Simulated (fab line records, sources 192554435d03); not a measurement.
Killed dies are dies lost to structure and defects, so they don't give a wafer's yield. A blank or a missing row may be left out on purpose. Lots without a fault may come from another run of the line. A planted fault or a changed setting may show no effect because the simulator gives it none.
Split-lot experiment | flow n5_finfet | 7 lots, 21 wafers read, on a route of 1938 steps

THE SPLIT
At N5_SD_EPI_P_EPI_21 (deposits SiGe:B, time 355 s), the setting epi_growth_time_s was moved away from the recipe's 355 s on 6 of the 21 wafers read, by -10.0% to +10.3%. The other wafers ran this setting at the recipe's value.

FROM THE SPLIT TO THE READING: what the file shows between them, 3 steps
- N5_SD_EPI_P_EPI_MEAS_23
- N5_SD_EPI_P_HM_STRIP_48: strips SiNx in H3PO4, material SiNx, target depth 3 nm
- N5_SD_ACTIVATION_LSA_01: time 0.0008 s (also split here: temp_c)

THE READING
RS_SD_P, in ohm/sq, at N5_SD_ACTIVATION_RS_MEAS_03 (measures by four-point-probe). Fault-free wafers of this fab line usually give 56.1 ohm/sq, standard deviation 0.82 ohm/sq.

wafer  | tool, chamber at the split | epi_growth_time_s as run, s | against the recipe | RS_SD_P, ohm/sq | against lot-mates on the recipe
L079.1 | epi_rpcvd-02, 0            | 319.5                       | -10.0%             | 59.6            | +5.1
L079.3 | epi_rpcvd-02, 0            | 355                         | recipe             | 54.1            | -
L079.6 | epi_rpcvd-02, 0            | 355                         | recipe             | 55.0            | -
L080.1 | epi_rpcvd-02, 0            | 355                         | recipe             | 55.2            | -
L080.3 | epi_rpcvd-02, 0            | 355                         | recipe             | 54.9            | -
L080.5 | epi_rpcvd-02, 0            | 326.7                       | -8.0%              | 57.5            | +2.5
L090.2 | epi_rpcvd-03, 0            | 355                         | recipe             | 55.8            | -
L090.3 | epi_rpcvd-03, 0            | 364.9                       | +2.8%              | 54.3            | -2.0
L090.4 | epi_rpcvd-03, 0            | 355                         | recipe             | 56.9            | -
L093.1 | epi_rpcvd-03, 0            | 355                         | recipe             | 56.5            | -
L093.2 | epi_rpcvd-03, 0            | 355                         | recipe             | 55.2            | -
L093.4 | epi_rpcvd-03, 0            | 355                         | recipe             | 54.5            | -
L095.3 | epi_rpcvd-02, 0            | 372.8                       | +5.0%              | 54.2            | -2.0
L095.5 | epi_rpcvd-02, 0            | 355                         | recipe             | 56.6            | -
L095.6 | epi_rpcvd-02, 0            | 355                         | recipe             | 55.8            | -
L096.1 | epi_rpcvd-03, 0            | 355                         | recipe             | 56.2            | -
L096.3 | epi_rpcvd-03, 0            | 391.6                       | +10.3%             | 52.8            | -3.2
L096.5 | epi_rpcvd-03, 0            | 355                         | recipe             | 55.8            | -
L097.3 | epi_rpcvd-02, 0            | 369.1                       | +4.0%              | 55.2            | -1.3
L097.5 | epi_rpcvd-02, 0            | 355                         | recipe             | 57.0            | -
L097.6 | epi_rpcvd-02, 0            | 355                         | recipe             | 56.1            | -

THE FIT
A straight line over all 21 wafers: RS_SD_P changes by -0.304 ohm/sq for each +1% of epi_growth_time_s; r = -0.84; the points scatter about the line by 0.81 ohm/sq.
The same after taking each lot's own level away (the mean of its wafers on the recipe; 21 wafers): -0.39 ohm/sq for each +1%; r = -0.93; scatter 0.62 ohm/sq.
On that fit, the largest move of epi_growth_time_s shifts the reading by 4 ohm/sq.
The lots' own levels span 54.55 to 56.55 ohm/sq, that is 2.4 times the standard deviation above.
So the lot-to-lot level changes the slope: the two fits differ.
Check: with one of the wafers moved furthest among these (+10.3%) left out of the fit, the line predicts -4.46 ohm/sq for it against its lot-mates. It came out at -3.2 ohm/sq against them.

OTHER SPLITS ON THESE WAFERS
These wafers also went through other splits before the reading. Each is held against what the fit with the lots' levels taken away leaves over:
other split on the same wafers | wafers away from the commonest value | r with RS_SD_P (lot level and that fit taken away)
N5_ZERO_LAYER_PECVD_02 time_s  | 6                                    | -0.02
N5_WELL_APT_EXPOSE_05 dose_mj  | 6                                    | +0.21
N5_WELL_APT_PEB_06 peb_time_s  | 10                                   | -0.06
N5_FIN_SAQP_PEB_14 peb_time_s  | 7                                    | -0.39
N5_DUMMY_GATE_ETCH_32 time_s   | 8                                    | +0.31
N5_SD_EPI_N_EPI_21 time_s      | 8                                    | +0.08
N5_SD_ACTIVATION_LSA_01 temp_c | 8                                    | -0.01

THE WHOLE CHAIN: every reading that the file lists as answering this split, in the file's order
step                        | what it does                                           | reading                                                                           | change (the file's fit)               | r (the file's)
N5_SD_EPI_P_EPI_21          | deposits SiGe:B, time 355 s                            | SiGe-B_of_SD_EPI_P_EPI_21.thk_nm (the simulator's own value, which no gauge read) | +0.395 nm for each +1% of the setting | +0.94
N5_SD_EPI_P_EPI_MEAS_23     |                                                        | thk_nm                                                                            | withheld for each +1% of the setting  | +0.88
N5_SD_EPI_P_HM_STRIP_48     | strips SiNx in H3PO4, material SiNx, target depth 3 nm | SiGe-B_of_SD_EPI_P_EPI_21.thk_nm (the simulator's own value, which no gauge read) | +0.392 nm for each +1% of the setting | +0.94
N5_SD_ACTIVATION_RS_MEAS_03 | measures by four-point-probe                           | RS_SD_P                                                                           | -0.385 for each +1% of the setting    | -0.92

THE FILE'S OWN FIT
RS_SD_P changes by -0.385 ohm/sq for each +1% of epi_growth_time_s, r = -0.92.
